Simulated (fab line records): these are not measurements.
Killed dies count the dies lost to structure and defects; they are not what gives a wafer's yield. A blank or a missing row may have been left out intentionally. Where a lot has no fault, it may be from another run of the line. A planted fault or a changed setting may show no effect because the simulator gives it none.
Which tool was responsible? || flow nandHarc || 11 lots with 33 wafers sampled at 6 steps, on a route of 1159 steps

WHAT THE GAUGES READ, wafer by wafer
NHARC_A_ONON_D1_THK_MEAS_14: measures by ellipsometry.
{"lot": "L930", "measured": "day 7 06:37", "on": "filmMetro-02", "thkNm (nm)": "1000 999 1000"}
{"lot": "L932", "measured": "day 7 17:05", "on": "filmMetro-02", "thkNm (nm)": "1001 999 999"}
{"lot": "L931", "measured": "day 7 17:05", "on": "filmMetro-01", "thkNm (nm)": "995 994 993"}
{"lot": "L940", "measured": "day 10 00:22", "on": "filmMetro-01", "thkNm (nm)": "996 996 995"}
{"lot": "L944", "measured": "day 10 20:31", "on": "filmMetro-02", "thkNm (nm)": "991 993 991"}
{"lot": "L945", "measured": "day 11 06:37", "on": "filmMetro-02", "thkNm (nm)": "983 981 983"}
{"lot": "L948", "measured": "day 11 22:52", "on": "filmMetro-01", "thkNm (nm)": "993 992 992"}
{"lot": "L947", "measured": "day 11 22:53", "on": "filmMetro-01", "thkNm (nm)": "1006 1008 1007"}
{"lot": "L949", "measured": "day 12 03:55", "on": "filmMetro-01", "thkNm (nm)": "999 1000 1000"}
{"lot": "L953", "measured": "day 12 22:46", "on": "filmMetro-01", "thkNm (nm)": "999 1000 1000"}
{"lot": "L952", "measured": "day 12 22:56", "on": "filmMetro-01", "thkNm (nm)": "1002 1002 1002"}

NHARC_A_ONON_D1_THK_MEAS_21: measures by ellipsometry.
{"lot": "L930", "measured": "day 7 12:09", "on": "filmMetro-02", "thkNm (nm)": "1000 1000 999"}
{"lot": "L932", "measured": "day 8 00:46", "on": "filmMetro-02", "thkNm (nm)": "1001 1002 1001"}
{"lot": "L931", "measured": "day 8 00:47", "on": "filmMetro-01", "thkNm (nm)": "991 992 994"}
{"lot": "L940", "measured": "day 10 08:01", "on": "filmMetro-01", "thkNm (nm)": "974 974 976"}
{"lot": "L944", "measured": "day 11 05:34", "on": "filmMetro-02", "thkNm (nm)": "996 995 995"}
{"lot": "L945", "measured": "day 11 15:20", "on": "filmMetro-02", "thkNm (nm)": "990 993 991"}
{"lot": "L948", "measured": "day 12 06:59", "on": "filmMetro-01", "thkNm (nm)": "1013 1011 1011"}
{"lot": "L947", "measured": "day 12 06:58", "on": "filmMetro-02", "thkNm (nm)": "1014 1013 1013"}
{"lot": "L949", "measured": "day 12 11:35", "on": "filmMetro-02", "thkNm (nm)": "1003 1003 1003"}
{"lot": "L953", "measured": "day 13 06:30", "on": "filmMetro-02", "thkNm (nm)": "996 993 993"}
{"lot": "L952", "measured": "day 13 06:31", "on": "filmMetro-02", "thkNm (nm)": "994 994 995"}

NHARC_A_ONON_D1_THK_MEAS_27: measures by ellipsometry.
{"lot": "L930", "measured": "day 7 13:34", "on": "filmMetro-02", "thkNm (nm)": "1018 1019 1019"}
{"lot": "L932", "measured": "day 8 01:53", "on": "filmMetro-02", "thkNm (nm)": "1008 1008 1007"}
{"lot": "L931", "measured": "day 8 01:55", "on": "filmMetro-02", "thkNm (nm)": "1001 1000 1000"}
{"lot": "L940", "measured": "day 10 09:09", "on": "filmMetro-02", "thkNm (nm)": "610 609 611"}
{"lot": "L944", "measured": "day 11 06:58", "on": "filmMetro-01", "thkNm (nm)": "632 631 631"}
{"lot": "L945", "measured": "day 11 16:30", "on": "filmMetro-01", "thkNm (nm)": "1003 1004 1003"}
{"lot": "L948", "measured": "day 12 08:08", "on": "filmMetro-02", "thkNm (nm)": "1010 1009 1009"}
{"lot": "L947", "measured": "day 12 08:06", "on": "filmMetro-02", "thkNm (nm)": "992 993 992"}
{"lot": "L949", "measured": "day 12 12:44", "on": "filmMetro-02", "thkNm (nm)": "1011 1011 1013"}
{"lot": "L953", "measured": "day 13 07:38", "on": "filmMetro-02", "thkNm (nm)": "1000 999 999"}
{"lot": "L952", "measured": "day 13 07:38", "on": "filmMetro-01", "thkNm (nm)": "987 987 987"}

NHARC_END_SORT_01.
{"lot": "L940", "measured": "day 21 20:29", "on": "prober-01", "killedAtArray": "673 674 672", "killedAtOther": "1 0 0", "killedAtPeriphery": "3 3 5", "killedDies": "677 677 677", "killedOpen": "5 2 3", "killedShort": "2 2 6"}
{"lot": "L944", "measured": "day 22 13:37", "on": "prober-01", "killedAtArray": "674 674 670", "killedAtOther": "2 0 1", "killedAtPeriphery": "1 3 6", "killedDies": "677 677 677", "killedOpen": "5 3 5", "killedShort": "3 3 4"}
{"lot": "L945", "measured": "day 22 15:20", "on": "prober-02", "killedAtArray": "30 24 22", "killedAtOther": "0 1 1", "killedAtPeriphery": "0 1 3", "killedDies": "30 26 26", "killedOpen": "5 3 2", "killedShort": "1 2 4"}
{"lot": "L948", "measured": "day 23 07:17", "on": "prober-01", "killedAtArray": "25 27 41", "killedAtOther": "0 1 1", "killedAtPeriphery": "4 7 10", "killedDies": "29 35 52", "killedOpen": "4 1 2", "killedShort": "1 2 5"}
{"lot": "L947", "measured": "day 23 19:41", "on": "prober-02", "killedAtArray": "11 12 13", "killedAtOther": "1 1 1", "killedAtPeriphery": "3 3 0", "killedDies": "15 16 14", "killedOpen": "3 4 3", "killedShort": "1 5 1"}
{"lot": "L949", "measured": "day 24 03:31", "on": "prober-01", "killedAtArray": "27 22 21", "killedAtOther": "1 1 0", "killedAtPeriphery": "2 1 1", "killedDies": "30 24 22", "killedOpen": "2 2 0", "killedShort": "1 0 1"}

TOOL THAT RAN EACH LOT (tool first, then ch and the chambers of the sampled wafers, then the start)
{"lot": "L930", "NHARC_A_ZERO_WELL_DESCUM_12": "rieDiel-11 ch 0,1,3, day 6 06:11", "NHARC_A_ONON_D1_DEP_25": "pecvdOnon-04 ch 0, day 7 13:03"}
{"lot": "L932", "NHARC_A_ZERO_WELL_DESCUM_12": "rieDiel-11 ch 1,2, day 6 16:05", "NHARC_A_ONON_D1_DEP_25": "pecvdOnon-03 ch 0, day 8 01:23"}
{"lot": "L931", "NHARC_A_ZERO_WELL_DESCUM_12": "rieDiel-11 ch 1,3, day 6 17:04", "NHARC_A_ONON_D1_DEP_25": "pecvdOnon-04 ch 0, day 8 01:31"}
{"lot": "L940", "NHARC_A_ZERO_WELL_DESCUM_12": "rieDiel-04 ch 0,2, day 8 23:20", "NHARC_A_ONON_D1_DEP_25": "pecvdOnon-03 ch 0, day 10 08:45"}
{"lot": "L944", "NHARC_A_ZERO_WELL_DESCUM_12": "rieDiel-04 ch 1,2,3, day 9 20:19", "NHARC_A_ONON_D1_DEP_25": "pecvdOnon-03 ch 0, day 11 06:31"}
{"lot": "L945", "NHARC_A_ZERO_WELL_DESCUM_12": "rieDiel-10 ch 0,1,2, day 10 05:16", "NHARC_A_ONON_D1_DEP_25": "pecvdOnon-04 ch 0, day 11 16:10"}
{"lot": "L948", "NHARC_A_ZERO_WELL_DESCUM_12": "rieDiel-11 ch 1,2, day 10 19:31", "NHARC_A_ONON_D1_DEP_25": "pecvdOnon-01 ch 0, day 12 07:40"}
{"lot": "L947", "NHARC_A_ZERO_WELL_DESCUM_12": "rieDiel-04 ch 2,3, day 10 20:26", "NHARC_A_ONON_D1_DEP_25": "pecvdOnon-04 ch 0, day 12 07:35"}
{"lot": "L949", "NHARC_A_ZERO_WELL_DESCUM_12": "rieDiel-10 ch 2,3, day 11 03:18", "NHARC_A_ONON_D1_DEP_25": "pecvdOnon-01 ch 0, day 12 12:13"}
{"lot": "L953", "NHARC_A_ZERO_WELL_DESCUM_12": "rieDiel-10 ch 0,1, day 11 21:59", "NHARC_A_ONON_D1_DEP_25": "pecvdOnon-04 ch 0, day 13 07:07"}
{"lot": "L952", "NHARC_A_ZERO_WELL_DESCUM_12": "rieDiel-11 ch 1,2,3, day 11 23:29", "NHARC_A_ONON_D1_DEP_25": "pecvdOnon-01 ch 0, day 13 07:15"}
- NHARC_A_ZERO_WELL_DESCUM_12: chemistry O2, time 3 s.
- NHARC_A_ONON_D1_DEP_25: target thk 1000 nm.

WHAT THE TOOLS THEMSELVES READ (means of the sampled wafers that have a number; where no wafer has one, the mark that the record gives instead)
NHARC_A_ZERO_WELL_DESCUM_12.
{"lot": "L930", "tool": "rieDiel-11", "drypumpMotorCurrentA (A)": 6.0, "mfcArSccm (sccm)": 0.013, "oesProductAu (a.u.)": 0.986, "rfVppV (V)": 56.7, "showerheadPlenumPTorr (Torr)": 1.90, "throttleValvePct (%)": 11.309}
{"lot": "L932", "tool": "rieDiel-11", "drypumpMotorCurrentA (A)": 5.7, "mfcArSccm (sccm)": 0.008, "oesProductAu (a.u.)": 0.987, "rfVppV (V)": 58.0, "showerheadPlenumPTorr (Torr)": 1.95, "throttleValvePct (%)": 11.313}
{"lot": "L931", "tool": "rieDiel-11", "drypumpMotorCurrentA (A)": 5.8, "mfcArSccm (sccm)": 0.008, "oesProductAu (a.u.)": 0.984, "rfVppV (V)": 58.0, "showerheadPlenumPTorr (Torr)": 1.94, "throttleValvePct (%)": 11.308}
{"lot": "L940", "tool": "rieDiel-04", "drypumpMotorCurrentA (A)": 5.6, "mfcArSccm (sccm)": 0.000, "oesProductAu (a.u.)": 1.002, "rfVppV (V)": 58.0, "showerheadPlenumPTorr (Torr)": 1.86, "throttleValvePct (%)": 11.308}
{"lot": "L944", "tool": "rieDiel-04", "drypumpMotorCurrentA (A)": 5.7, "mfcArSccm (sccm)": 0.014, "oesProductAu (a.u.)": 0.999, "rfVppV (V)": 57.7, "showerheadPlenumPTorr (Torr)": 1.86, "throttleValvePct (%)": 11.301}
{"lot": "L945", "tool": "rieDiel-10", "drypumpMotorCurrentA (A)": 5.3, "mfcArSccm (sccm)": 0.004, "oesProductAu (a.u.)": 1.001, "rfVppV (V)": 58.0, "showerheadPlenumPTorr (Torr)": 1.98, "throttleValvePct (%)": 11.310}
{"lot": "L948", "tool": "rieDiel-11", "drypumpMotorCurrentA (A)": 5.7, "mfcArSccm (sccm)": 0.008, "oesProductAu (a.u.)": 0.990, "rfVppV (V)": 58.1, "showerheadPlenumPTorr (Torr)": 1.94, "throttleValvePct (%)": 11.312}
{"lot": "L947", "tool": "rieDiel-04", "drypumpMotorCurrentA (A)": 5.4, "mfcArSccm (sccm)": 0.006, "oesProductAu (a.u.)": 0.986, "rfVppV (V)": 57.6, "showerheadPlenumPTorr (Torr)": 1.82, "throttleValvePct (%)": 11.312}
{"lot": "L949", "tool": "rieDiel-10", "drypumpMotorCurrentA (A)": 5.5, "mfcArSccm (sccm)": 0.005, "oesProductAu (a.u.)": 0.996, "rfVppV (V)": 57.8, "showerheadPlenumPTorr (Torr)": 1.85, "throttleValvePct (%)": 11.304}
{"lot": "L953", "tool": "rieDiel-10", "drypumpMotorCurrentA (A)": 5.4, "mfcArSccm (sccm)": 0.001, "oesProductAu (a.u.)": 1.000, "rfVppV (V)": 57.6, "showerheadPlenumPTorr (Torr)": 2.05, "throttleValvePct (%)": 11.317}
{"lot": "L952", "tool": "rieDiel-11", "drypumpMotorCurrentA (A)": 5.8, "mfcArSccm (sccm)": 0.006, "oesProductAu (a.u.)": 0.983, "rfVppV (V)": 57.0, "showerheadPlenumPTorr (Torr)": 1.95, "throttleValvePct (%)": 11.314}

NHARC_A_ONON_D1_DEP_25.
{"lot": "L930", "tool": "pecvdOnon-04", "nh3FlowSccm (sccm)": 500.9}
{"lot": "L932", "tool": "pecvdOnon-03", "nh3FlowSccm (sccm)": 499.4}
{"lot": "L931", "tool": "pecvdOnon-04", "nh3FlowSccm (sccm)": 500.7}
{"lot": "L940", "tool": "pecvdOnon-03", "nh3FlowSccm (sccm)": 499.4}
{"lot": "L944", "tool": "pecvdOnon-03", "nh3FlowSccm (sccm)": 501.7}
{"lot": "L945", "tool": "pecvdOnon-04", "nh3FlowSccm (sccm)": 497.6}
{"lot": "L948", "tool": "pecvdOnon-01", "nh3FlowSccm (sccm)": 497.9}
{"lot": "L947", "tool": "pecvdOnon-04", "nh3FlowSccm (sccm)": 500.3}
{"lot": "L949", "tool": "pecvdOnon-01", "nh3FlowSccm (sccm)": 499.5}
{"lot": "L953", "tool": "pecvdOnon-04", "nh3FlowSccm (sccm)": 499.7}
{"lot": "L952", "tool": "pecvdOnon-01", "nh3FlowSccm (sccm)": 501.7}

THE ANSWER, worked out from the rows above alone
Rule: what is usual is taken from the lots themselves. The widest of any qualifying gaps counts: lots, ordered by their means at a reading, are off when they make up no more than a third of the lots, leave a main group of 4 or more, and stand apart from it by 3 or more times the standard deviation of that group's means. Not used: any main group whose means are identical at the precision the tables above print for the reading. Also off: a lot with no number at a reading for which 4 or more lots have one. All remaining lots with rows at the step are treated as sound. The gauges are gone through in route order, then the tools' own readings, and for those a lot's mean is taken as printed above. At the first step where some lot is off, the reading lying furthest off is the one used; lots without a number count as furthest.
Off: L940, L944 (NHARC_A_ONON_D1_THK_MEAS_27, thkNm). For the main group the mean is 1003 nm and the standard deviation 9.3.
A tool fits if, at a process step before that reading, it ran every lot that is off, and no sound lot after the first of them. The gauges at NHARC_A_ONON_D1_THK_MEAS_27 aren't tried: what is off there is off at NHARC_END_SORT_01 too, on other tools, and a gauge's error can't cause that. One fits: NHARC_A_ONON_D1_DEP_25 on pecvdOnon-03. A fault onset in the window from L932 (day 8 01:23, its last sound lot) to L940 (day 10 08:45, its first lot off) fits.

WHAT HAD BEEN PUT IN BY THE SIMULATOR
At NHARC_A_ONON_D1_DEP_25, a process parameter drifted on pecvdOnon-03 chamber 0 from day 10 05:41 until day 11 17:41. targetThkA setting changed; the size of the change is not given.
Shown lots that were struck: L940, L944. The same result came from the rule above.
